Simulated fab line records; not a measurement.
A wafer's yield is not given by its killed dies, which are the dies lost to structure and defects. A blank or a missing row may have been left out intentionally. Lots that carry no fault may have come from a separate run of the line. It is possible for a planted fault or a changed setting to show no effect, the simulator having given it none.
Problem report, 8D (eight disciplines) form, completed by code    flow nandHarc    the parts of the form that need people (team, actions taken, sign-off) are left out

1. THE ISSUE
NHARC_A_STAIRCASE_TRIM_198, oesProductAu: mean 0.816 a.u. over 1 wafer from 1 lot; wafers with no fault: 1.002 a.u., standard deviation 0.0094. Measured from the usual mean, that is -20 standard deviations.
The step: chemistry O2, time 211.2 s.
First observed at day 19 15:20: wafer L813.2, on rieDiel-10. Wafers with a number at this step in the record: 39, from 13 lots. Rule for "out", or "out of limits": more than 4 standard deviations from the usual mean. The rest of the wafers with a number are treated as sound.

2. WHAT IT IS AND WHAT IT IS NOT
question                     is                 is not
which readings at this step  oesProductAu       drypumpMotorCurrentA, rfVppV, throttleValvePct
which lots                   L813               L804, L805, L818, L819, L820, L821, L822, L823, L824, L825, L826, L827
which wafers of those lots   L813.2             L813.3, L813.4
read on which tools          rieDiel-10         rieDiel-06, rieDiel-12
when                         from day 19 15:20  up to then (8 sound wafers); but 30 sound wafers of L818, L819, L820, L821, L822, L823, L824, L825, L826, L827 came after

3. SUSPECTS, AND WHAT RULES EACH OUT
Counting: if a tool at a process step up to the reading ran every lot that is out, it stays a suspect. Sound lots after the first of them don't rule it out here, since some wafers of a struck lot are sound.
- rieDiel-10 at NHARC_A_STAIRCASE_ETCH_188 (etches the open film in C4F8/O2, target depth 100 nm, time 40.5 s): kept. It ran the lot that is out, L813 (day 19 15:20); its last sound lot up to then is L805 (day 16 04:27). Because NHARC_A_STAIRCASE_ETCH_188 lacks a start for some lots, the hours and order of its lots are taken from NHARC_A_STAIRCASE_TRIM_198.
- rieDiel-10 at NHARC_A_STAIRCASE_ETCH_192 (etches the open film in C4F8/O2, target depth 100 nm, time 40.5 s): kept. It ran the lot that is out, L813 (day 19 15:20); its last sound lot up to then is L805 (day 16 04:27). Because NHARC_A_STAIRCASE_ETCH_192 lacks a start for some lots, the hours and order of its lots are taken from NHARC_A_STAIRCASE_TRIM_198.
- rieDiel-10 at NHARC_A_STAIRCASE_TRIM_198 (chemistry O2, time 211.2 s): kept. It ran the lot that is out, L813 (day 19 15:20). On those wafers its own readings are out: oesProductAu.
- Within rieDiel-10 at NHARC_A_STAIRCASE_ETCH_188: the wafers that are out ran in chamber 1; their sound lot-mates ran in chambers 0, 3.
- Within rieDiel-10 at NHARC_A_STAIRCASE_ETCH_192: the wafers that are out ran in chamber 0; their sound lot-mates ran in chambers 2, 3.
- Within rieDiel-10 at NHARC_A_STAIRCASE_TRIM_198: the wafers that are out ran in chamber 0; their sound lot-mates ran in chambers 2, 3.
Still standing after the count: rieDiel-10 at NHARC_A_STAIRCASE_ETCH_188, rieDiel-10 at NHARC_A_STAIRCASE_ETCH_192, rieDiel-10 at NHARC_A_STAIRCASE_TRIM_198.

4. THE CAUSE (what the simulator had put in)
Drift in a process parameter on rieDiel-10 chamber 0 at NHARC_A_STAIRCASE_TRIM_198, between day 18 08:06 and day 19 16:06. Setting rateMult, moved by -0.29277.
3 suspects survive the count, and this tool is in that group.

5. THE CHAIN OF EFFECTS, in route order
Rows list readings where the struck wafers' mean (over those with a number) sits beyond 3 standard deviations from the usual. Only readings for which the record gives a usual standard deviation are gone through. hours: the time from each lot's start at the first step in this table that gives one to its start at this step, as a median over the lots. sigmas: the change in usual standard deviations.
hours  step                        reading       usual       on struck wafers  change  sigmas
0      NHARC_A_STAIRCASE_TRIM_198  oesProductAu  1.002 a.u.  0.816             -0.186  -20
The process steps in it:
- NHARC_A_STAIRCASE_TRIM_198: chemistry O2, time 211.2 s.

6. HOW IT WOULD HAVE BEEN CAUGHT EARLIER
31 hours passed between the start of the fault at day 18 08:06 and the first reading out of limits in this record, taken at day 19 15:20.
